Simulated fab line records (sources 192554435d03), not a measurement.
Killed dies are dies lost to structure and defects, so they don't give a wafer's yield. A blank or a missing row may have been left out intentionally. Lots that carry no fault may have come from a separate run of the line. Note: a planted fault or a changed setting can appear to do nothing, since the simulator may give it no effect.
Matching of chambers + flow n5_finfet + rie_diel-06 running N5_PMOS_HMC_CHANNEL_EPI_HM_OPEN_15: 4 sister chambers
The step chemistry CHF3/O2, target SiO2, target depth 40.6 nm, time 20.3 s. 8 wafers are shown with their chamber, then 8 later ones without.

== EACH WAFER AND ITS CHAMBER ==
| wafer  | chamber | showerhead_plenum_p_Torr (Torr) | rf_vpp_V (V) |
|--------|---------|---------------------------------|--------------|
| L076.5 | 1       | 2.48                            | 550          |
| L083.2 | 0       | 2.37                            | 511          |
| L083.5 | 2       | 2.25                            | 505          |
| L083.6 | 3       | 2.41                            | 518          |
| L085.1 | 0       | 2.37                            | 510          |
| L085.2 | 3       | 2.40                            | 518          |
| L085.4 | 1       | 2.48                            | 551          |
| L087.1 | 2       | 2.24                            | 506          |

== WAFERS WHOSE CHAMBER IS MISSING ==
| wafer  | showerhead_plenum_p_Torr (Torr) | rf_vpp_V (V) |
|--------|---------------------------------|--------------|
| L087.2 | 2.48                            | 548          |
| L087.4 | 2.40                            | 519          |
| L094.4 | 2.36                            | 512          |
| L094.5 | 2.36                            | 511          |
| L094.6 | 2.47                            | 550          |
| L096.2 | 2.47                            | 549          |
| L096.3 | 2.40                            | 516          |
| L096.4 | 2.24                            | 505          |

== WHICH CHAMBER EACH ONE RAN IN ==
| wafer  | from the rows above | in truth |
|--------|---------------------|----------|
| L087.2 | 1                   | 1        |
| L087.4 | 3                   | 3        |
| L094.4 | 0                   | 0        |
| L094.5 | 0                   | 0        |
| L094.6 | 1                   | 1        |
| L096.2 | 1                   | 1        |
| L096.3 | 3                   | 3        |
| L096.4 | 2                   | 2        |
Correct placement for 8 of the 8. Number that these rows cannot place: 0. 0 placed wrongly.
How it was worked out, from the rows above alone: a wafer's distance from a chamber is the root of the sum, over the readings, of the square of ((its reading less the chamber's mean) divided by the reading's scatter). If the next closest chamber is less than 2 further off than the closest, the wafer can't be placed; otherwise it belongs to the closest. A chamber's mean is the mean of its shown wafers. The scatter is the square root of a quotient: the sum, over the shown wafers, of each reading's squared deviation from its chamber's mean, divided by wafers minus chambers.
